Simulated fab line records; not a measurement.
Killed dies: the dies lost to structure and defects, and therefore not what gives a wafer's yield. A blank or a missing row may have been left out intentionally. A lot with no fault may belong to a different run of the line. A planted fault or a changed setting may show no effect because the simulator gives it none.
Comparing a struck lot with a sound one || flow n5 finfet || 16 out of 1938 route steps
Sound: the wafers L334.4, L334.5, L334.6. Struck: wafer L345.6. (L345.3 of the same lot was not struck and is left out.) The cause comes at the end.
Each step with rows lists, per side, the tool, then ch with its chambers, then its first start. Under that, the readings that differ: sound wafers || struck wafers || difference of the means || sigmas: that difference in standard deviations of wafers without a fault.
alike: readings whose means differ by less than 2 such deviations, and words and numbers that are the same on both sides. not compared: withheld readings, readings that some wafer has no value for, bounds like >300 that may hide the same value, and numbers for which the record gives no deviation and whose values overlap.
Wherever a step has rows on one side only, a row that says differs or no value, or a row with sigmas, the two part there. Non-overlapping numbers with no deviation appear without sigmas and do not part them. A reading missing from all wafers of one side parts the sides only when that side holds two or more wafers.

N5_BEOL_M10_HM_DEP_02: deposits TiN, target thk 20 nm.
  sound on pvd sputter-02, day 9 20:16; struck on pvd sputter-03, day 13 01:52
  alike: throttle valve pct
then, 8 steps without rows for these wafers: N5_BEOL_M10_COAT_59 (time 60 s, resist thk 100 nm); N5_BEOL_M10_COAT_60 (time 60 s, resist thk 30 nm); N5_BEOL_M10_COAT_05 (resist thk 90 nm); N5_BEOL_M10_EBR_07; N5_BEOL_M10_SOFTBAKE_06 (time 60 s); N5_BEOL_M10_EXPOSE_08 (exposes mask M10); N5_BEOL_M10_PEB_09 (peb time 60 s); N5_BEOL_M10_DEVELOP_10 (develop time 30 s).
N5_BEOL_M10_CD_MEAS_11: target cd 64.1 nm.
  sound on cd sem-02 ch 0, day 9 20:38; struck on cd sem-02 ch 0, day 13 02:15
  alike: cd nm
N5_BEOL_M10_OVL_MEAS_12:
  sound on overlay-01 ch 0, day 9 20:40; struck on overlay-01 ch 0, day 13 02:17
  alike: M10_OVL
N5_BEOL_M10_INSPECT_13: inspects for defects (brightfield).
  sound on defect inspect-01, day 9 20:41; struck on defect inspect-02, day 13 02:18
  alike: raw defect count
N5_BEOL_M10_DESCUM_16: chemistry O2, time 7.9 s.
  sound on rie diel-02 ch 1,2,3, day 9 20:45; struck on rie diel-02 ch 2, day 13 02:21
{"reading": "model.CAR-ArF_of_BEOL_M10_COAT_05.thk nm (nm)", "sound": "83 83 82.8", "struck": 85, "difference": "+2", "sigmas": ""}
  alike: drypump motor current A, oes product au, rf vpp V, showerhead plenum p Torr, throttle valve pct
  not compared: rf hours counter h
N5_BEOL_M10_ETCH_61: etches SiARC in CF4, target depth 39 nm, time 65 s.
  sound on rie diel-02 ch 1,2,3, day 9 20:47; struck on rie diel-02 ch 2, day 13 02:23
{"reading": "model.CAR-ArF_of_BEOL_M10_COAT_05.thk nm (nm)", "sound": "55.2 55 54.8", "struck": 57.2, "difference": "+2.2", "sigmas": ""}
  alike: drypump motor current A, etch rf on time s, oes product au, rf vpp V, showerhead plenum p Torr, throttle valve pct
  not compared: rf hours counter h
N5_BEOL_M10_ETCH_62: etches SOC in N2/H2, target depth 110 nm, overetch 22 nm, time 165 s.
  sound on rie diel-02 ch 1,2,3, day 9 20:50; struck on rie diel-02 ch 2, day 13 02:26
  alike: drypump motor current A, oes product au, rf vpp V, showerhead plenum p Torr, throttle valve pct
  not compared: rf hours counter h
following that, these wafers have no rows for 1 step: N5_PASSIVATION_PROBE_49.

WHERE THEY PART
Nowhere in this record.

WHY: what had been put in by the simulator
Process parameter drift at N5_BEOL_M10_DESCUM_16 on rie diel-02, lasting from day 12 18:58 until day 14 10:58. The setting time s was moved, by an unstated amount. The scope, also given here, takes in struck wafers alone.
